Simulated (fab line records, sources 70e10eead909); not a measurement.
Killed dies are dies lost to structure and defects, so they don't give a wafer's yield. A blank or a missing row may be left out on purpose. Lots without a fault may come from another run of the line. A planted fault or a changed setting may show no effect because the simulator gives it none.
Which tool did it? | flow nand_harc | 11 lots, 33 wafers sampled, at 5 steps of a route of 1302

WHAT THE GAUGES READ, wafer by wafer
NHARC_END_SORT_01. Usual: defect_limited_yield 91.6 %, standard deviation 2.8; killed_at_array 53, standard deviation 19; killed_at_other 0.8, standard deviation 1.2; killed_at_periphery 3.7, standard deviation 2.3; killed_dies 57, standard deviation 19; killed_open 3.2, standard deviation 1.7; killed_short 2.6, standard deviation 1.8; sort_bin_2_pct 3.0 %, standard deviation 1.2; sort_bin_3_pct 0.7 %, standard deviation 0.4; sort_bin_4_pct 4.8 %, standard deviation 1.5; sort_n_pass 620, standard deviation 19; sort_rim_yield_pct 90 %, standard deviation 4.8; sort_yield_pct 91.6 %, standard deviation 2.8.
lot  | measured     | on        | defect_limited_yield (%) | killed_at_array | killed_at_other | killed_at_periphery | killed_dies | killed_open | killed_short | sort_bin_2_pct (%) | sort_bin_3_pct (%) | sort_bin_4_pct (%) | sort_n_pass | sort_rim_yield_pct (%) | sort_yield_pct (%) | flag
L383 | day 28 22:01 | prober-01 | 97.0 96.8 0              | 17 19 21        | 1 1 0           | 2 2 656             | 20 22 677   | 1 2 2       | 1 2 4        | 0.6 1.0 97.5       | 0.3 0.1 0.1        | 2.1 2.1 2.4        | 657 655 0   | 100 96 0               | 97.0 96.8 0        | OFF
L385 | day 30 04:52 | prober-01 | 91.7 93.6 0              | 48 40 53        | 2 1 0           | 6 2 624             | 56 43 677   | 4 2 4       | 2 3 3        | 2.7 2.4 93.9       | 0.1 0.4 0.6        | 5.5 3.5 5.5        | 621 634 0   | 90 90 0                | 91.7 93.6 0        | OFF

WHICH TOOL RAN EACH LOT (tool, then ch and the chambers of the sampled wafers, then the start)
lot  | NHARC_P_BONDPAD_ECD_18         | NHARC_A_BONDPAD_PRE_CLEAN_26            | NHARC_THIN_TSV_DESCUM_14           | NHARC_THIN_TSV_DESCUM_35
L373 | ecd_cu-01 ch 1, day 7 04:55    | pvd_sputter-03, day 24 10:29 or earlier | rie_diel-02 ch 2,3, day 24 10:29   | rie_diel-02 ch 0,3, day 24 16:23
L377 | ecd_cu-01 ch 0,1, day 8 18:08  | pvd_sputter-03, day 26 17:52 or earlier | rie_diel-02 ch 0,2, day 26 17:52   | rie_diel-03 ch 2,3, day 27 00:07
L376 | ecd_cu-01 ch 0, day 8 18:31    | pvd_sputter-01, day 26 08:49 or earlier | rie_diel-12 ch 0,2,3, day 26 08:49 | rie_diel-03 ch 1,2, day 26 14:35
L378 | ecd_cu-01 ch 0, day 9 11:59    | pvd_sputter-02, day 27 01:42 or earlier | rie_diel-03 ch 0,3, day 27 01:42   | rie_diel-12 ch 0,1,2, day 27 07:37
L379 | ecd_cu-01 ch 0,1, day 9 17:39  | pvd_sputter-02, day 26 19:05 or earlier | rie_diel-03 ch 1,2,3, day 26 19:05 | rie_diel-02 ch 0,2,3, day 27 01:17
L380 | ecd_cu-02 ch 0, day 10 00:21   | pvd_sputter-02, day 27 02:44 or earlier | rie_diel-02 ch 0,3, day 27 02:44   | rie_diel-12 ch 1,2, day 27 08:43
L381 | ecd_cu-02 ch 0,1, day 10 10:52 | pvd_sputter-01, day 28 00:13 or earlier | rie_diel-03 ch 0,1,3, day 28 00:13 | rie_diel-03 ch 0,3, day 28 06:13
L382 | ecd_cu-01 ch 0,1, day 11 04:04 | pvd_sputter-01, day 28 06:10 or earlier | rie_diel-02 ch 0,1,2, day 28 06:10 | rie_diel-12 ch 1,2, day 28 12:04
L383 | ecd_cu-01 ch 0,1, day 11 09:27 | pvd_sputter-03, day 28 07:23 or earlier | rie_diel-12 ch 1,3, day 28 07:23   | rie_diel-12 ch 0,2, day 28 13:47
L385 | ecd_cu-01 ch 0,1, day 11 20:34 | pvd_sputter-03, day 29 11:37 or earlier | rie_diel-02 ch 0,3, day 29 11:37   | rie_diel-02 ch 0,3, day 29 17:34
L393 | ecd_cu-02 ch 0,1, day 15 13:18 | pvd_sputter-02, day 32 13:52 or earlier | rie_diel-02 ch 2,3, day 32 13:52   | rie_diel-12 ch 1,2,3, day 32 19:45
- NHARC_P_BONDPAD_ECD_18: material Cu, target thk 400 nm.
- NHARC_A_BONDPAD_PRE_CLEAN_26: time 30 s.
- NHARC_THIN_TSV_DESCUM_14: chemistry O2, time 3 s.
- NHARC_THIN_TSV_DESCUM_35: chemistry O2, time 3 s.

WHAT THE TOOLS THEMSELVES READ (means of the sampled wafers that have a number; where no wafer has one, the mark that the record gives instead)
NHARC_P_BONDPAD_ECD_18. Usual: bath_temp_c 25.03 C, standard deviation 0.1.
lot  | tool      | bath_temp_c (C) | flag
L373 | ecd_cu-01 | 25.01           |
L377 | ecd_cu-01 | 24.96           |
L376 | ecd_cu-01 | 25.08           |
L378 | ecd_cu-01 | 24.99           |
L379 | ecd_cu-01 | 25.01           |
L380 | ecd_cu-02 | 25.08           |
L381 | ecd_cu-02 | 25.03           |
L382 | ecd_cu-01 | 24.99           |
L383 | ecd_cu-01 | 25.01           |
L385 | ecd_cu-01 | 25.05           |
L393 | ecd_cu-02 | 25.03           |

NHARC_A_BONDPAD_PRE_CLEAN_26. Usual: heater_power_w 404 W, standard deviation 41; susceptor_temp_C 280.01 C, standard deviation 0.2.
lot  | tool           | heater_power_w (W) | susceptor_temp_C (C) | flag
L373 | pvd_sputter-03 | 407                | 279.74               |
L377 | pvd_sputter-03 | 419                | 280.00               |
L376 | pvd_sputter-01 | 399                | 279.85               |
L378 | pvd_sputter-02 | 430                | 279.86               |
L379 | pvd_sputter-02 | 371                | 280.08               |
L380 | pvd_sputter-02 | 388                | 280.08               |
L381 | pvd_sputter-01 | 403                | 280.02               |
L382 | pvd_sputter-01 | 370                | -                    | OFF
L383 | pvd_sputter-03 | 469                | 280.06               |
L385 | pvd_sputter-03 | 426                | 279.85               |
L393 | pvd_sputter-02 | 385                | -                    | OFF

NHARC_THIN_TSV_DESCUM_14. Usual: drypump_motor_current_A 5.4 A, standard deviation 0.43; o2_flow_sccm 200.0 sccm, standard deviation 0.59; oes_product_au 1.002 a.u., standard deviation 0.0097; rf_vpp_V 58.0 V, standard deviation 0.9; showerhead_plenum_p_Torr 1.96 Torr, standard deviation 0.084; throttle_valve_pct 11.312 %, standard deviation 0.0087.
lot  | tool        | drypump_motor_current_A (A) | o2_flow_sccm (sccm) | oes_product_au (a.u.) | rf_vpp_V (V) | showerhead_plenum_p_Torr (Torr) | throttle_valve_pct (%) | flag
L373 | rie_diel-02 | 5.2                         | 199.6               | 1.004                 | 58.5         | 1.97                            | 11.306                 |
L377 | rie_diel-02 | 5.6                         | 200.1               | 1.002                 | 58.4         | 2.02                            | 11.308                 |
L376 | rie_diel-12 | 5.6                         | 200.5               | 0.990                 | 58.7         | 1.95                            | 11.321                 |
L378 | rie_diel-03 | 5.0                         | 200.2               | 1.005                 | 58.3         | 1.99                            | 11.316                 |
L379 | rie_diel-03 | 5.0                         | 200.4               | 1.005                 | 57.8         | 1.95                            | 11.302                 |
L380 | rie_diel-02 | 5.5                         | 200.0               | 1.003                 | 58.4         | 2.03                            | 11.309                 |
L381 | rie_diel-03 | 5.0                         | 199.7               | 0.995                 | 57.8         | 1.94                            | 11.309                 |
L382 | rie_diel-02 | 5.4                         | 199.6               | 0.999                 | 57.3         | 1.93                            | 11.314                 |
L383 | rie_diel-12 | 5.7                         | 199.8               | 1.005                 | 58.3         | 2.02                            | 11.303                 |
L385 | rie_diel-02 | 5.4                         | 200.8               | 1.007                 | 58.9         | 2.02                            | 11.311                 |
L393 | rie_diel-02 | 5.2                         | 199.8               | 1.004                 | 57.9         | 1.96                            | 11.318                 |

NHARC_THIN_TSV_DESCUM_35. Usual: drypump_motor_current_A 5.3 A, standard deviation 0.42; o2_flow_sccm 199.9 sccm, standard deviation 0.53; oes_product_au 1.001 a.u., standard deviation 0.01; rf_vpp_V 57.9 V, standard deviation 0.93; showerhead_plenum_p_Torr 1.97 Torr, standard deviation 0.074; throttle_valve_pct 11.311 %, standard deviation 0.0087.
lot  | tool        | drypump_motor_current_A (A) | o2_flow_sccm (sccm) | oes_product_au (a.u.) | rf_vpp_V (V) | showerhead_plenum_p_Torr (Torr) | throttle_valve_pct (%) | flag
L373 | rie_diel-02 | 5.6                         | 199.8               | 1.003                 | 57.4         | 2.04                            | 11.310                 |
L377 | rie_diel-03 | 5.1                         | 200.2               | 1.004                 | 58.2         | 2.01                            | 11.311                 |
L376 | rie_diel-03 | 5.1                         | 200.3               | 1.009                 | 58.7         | 1.98                            | 11.305                 |
L378 | rie_diel-12 | 6.0                         | 200.0               | 0.993                 | 57.7         | 1.95                            | 11.312                 |
L379 | rie_diel-02 | 5.4                         | 199.5               | 1.004                 | 58.2         | 2.00                            | 11.313                 |
L380 | rie_diel-12 | 6.0                         | 200.2               | 0.992                 | 58.4         | 1.97                            | 11.304                 |
L381 | rie_diel-03 | 5.0                         | 199.8               | 1.004                 | 58.2         | 1.99                            | 11.314                 |
L382 | rie_diel-12 | 5.9                         | 200.0               | 0.993                 | 57.8         | 1.91                            | 11.310                 |
L383 | rie_diel-12 | 5.8                         | 199.8               | 0.998                 | 57.6         | 1.91                            | 11.315                 |
L385 | rie_diel-02 | 5.4                         | 200.6               | 1.003                 | 57.2         | 2.02                            | 11.305                 |
L393 | rie_diel-12 | 5.7                         | 200.5               | 0.992                 | 58.6         | 1.96                            | 11.308                 |

THE ANSWER, worked out from the rows above alone
Rule: a lot is off if the mean of its wafers that have a number lies more than 3 standard deviations from the usual mean. A lot without any number at a reading at which 4 lots or more have one is off too. The other lots that the step has rows for count as sound. The gauges are gone through in route order, then the tools' own readings, and for those a lot's mean is taken as printed above. The first step at which some lot is off is used, and at that step the reading that is off furthest; a lot without a number counts as furthest.
Off: L383, L385, at NHARC_END_SORT_01 (killed_at_periphery). Neither off nor sound, because the step has no rows for them: L373, L377, L376, L378, L379, L380, L381, L382, L393.
A tool fits if, at a process step before that reading, it ran every lot that is off, and no sound lot after the first of them. The gauges at NHARC_END_SORT_01 are tried like those tools. NHARC_A_BONDPAD_PRE_CLEAN_26 gives no start for some lots, so the hours and the order of its lots are those of NHARC_THIN_TSV_DESCUM_14. Can't be told from this: 3 tools fit, ecd_cu-01 at NHARC_P_BONDPAD_ECD_18, pvd_sputter-03 at NHARC_A_BONDPAD_PRE_CLEAN_26, prober-01 at NHARC_END_SORT_01.

WHAT THE SIMULATOR HAD PUT IN
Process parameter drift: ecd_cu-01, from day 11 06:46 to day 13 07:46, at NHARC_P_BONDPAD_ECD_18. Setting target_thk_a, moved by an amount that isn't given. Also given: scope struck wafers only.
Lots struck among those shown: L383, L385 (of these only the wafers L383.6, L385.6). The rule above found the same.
